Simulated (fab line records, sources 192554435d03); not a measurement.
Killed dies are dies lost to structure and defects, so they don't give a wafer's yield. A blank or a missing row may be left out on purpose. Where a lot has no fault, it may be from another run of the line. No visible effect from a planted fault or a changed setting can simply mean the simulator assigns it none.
One fault through the eyes of 3 desks	flow n5-finfet	each desk has only its own numbers; what lay behind them comes last

## AT THE TOOL OWNER'S DESK: rie-metal-03
The tool's own readings at N5_MIM_TOP_ETCH_ETCH_00 (etches TiN in Cl2/BCl3, target depth 38.5 nm): means of the sampled wafers that have a number, for each lot that ran on this tool. Marked OUT: a lot whose mean sits more than 4 standard deviations from the usual mean, which makes it out of limits; the brackets give that distance.
Columns: A = bias-w at N5_MIM_TOP_ETCH_ETCH_00, usual 126.1 W; B = drypump-motor-current-A at N5_MIM_TOP_ETCH_ETCH_00, usual 5.99 A; C = mfc-ar-sccm at N5_MIM_TOP_ETCH_ETCH_00, usual 25.00 sccm; D = oes-product-au at N5_MIM_TOP_ETCH_ETCH_00, usual 0.80 a.u.; E = throttle-valve-pct at N5_MIM_TOP_ETCH_ETCH_00, usual 22.62 %
lot	first seen here	A	B	C	D	E
L315	day 12 15:57	126.2	5.91	25.02	0.86	22.65
L319	day 13 08:11	126.5	5.95	25.10	0.85	22.66
L327	day 17 01:49	139.5 (+37) OUT	5.88	25.03	0.82	22.78
L329	day 17 06:32	139.8 (+38) OUT	5.87	25.01	0.82	22.77
Finding of this desk: L327, L329 out of limits; the first was L327 at day 17 01:49, on bias-w at N5_MIM_TOP_ETCH_ETCH_00. In limits: L315, L319.

## THE DEFECT DESK
Per lot, the means of the sampled wafers with a number show what the inspections along the route counted. Marked OUT: a lot whose mean sits more than 4 standard deviations from the usual mean, which makes it out of limits; the brackets give that distance.
Columns: A = raw-defect-count at N5_MIM_TOP_LITHO_INSPECT_12, usual 2.2
lot	first seen here	A
L315	day 12 15:50	2.3
L319	day 13 08:01	3.0
L327	day 17 01:39	2.3
L329	day 17 06:17	0.7
L331	day 18 12:41	0.7
L333	day 18 18:04	2.3
This desk's finding: nothing out of limits on any of the 6 lots.

## FROM THE METROLOGY DESK
What the gauges read, lot by lot, whatever tool the lot ran on: means of the sampled wafers that have a number. Marked OUT: a lot whose mean sits more than 4 standard deviations from the usual mean, which makes it out of limits; the brackets give that distance.
Columns: A = cd-nm at N5_MIM_TOP_LITHO_CD_MEAS_08, usual 1998.8 nm; B = MIM_TOP_OVL at N5_MIM_TOP_LITHO_OVL_MEAS_11, usual 1 nm
lot	first seen here	A	B
L315	day 12 15:46	2000.8	0
L319	day 13 07:58	1999.2	4
L327	day 17 01:36	1997.6	7
L329	day 17 06:14	1999.9	5
L331	day 18 12:38	1998.0	-2
L333	day 18 18:00	1997.8	2
This desk's finding: nothing out of limits on any of the 6 lots.

## TAKEN TOGETHER
The tool owner's desk could have raised an alarm at day 17 01:49, on L327, L329.
The defect desk saw nothing out of limits.
From the metrology desk's view, nothing was out of limits.
The defect desk has L327, L329 on record, within its limits.
The metrology desk has L327, L329 on record, within its limits.
On rie-metal-03, each named lot ran N5_MIM_TOP_ETCH_ETCH_00.

## WHAT THE SIMULATOR HAD INSERTED
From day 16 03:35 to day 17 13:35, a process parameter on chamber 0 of rie-metal-03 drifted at N5_MIM_TOP_ETCH_ETCH_00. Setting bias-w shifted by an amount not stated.
Shown lots that were struck: L327, L329.
Delay in hours, fault start to first out-of-limits reading, by desk: the tool owner's desk at 22.
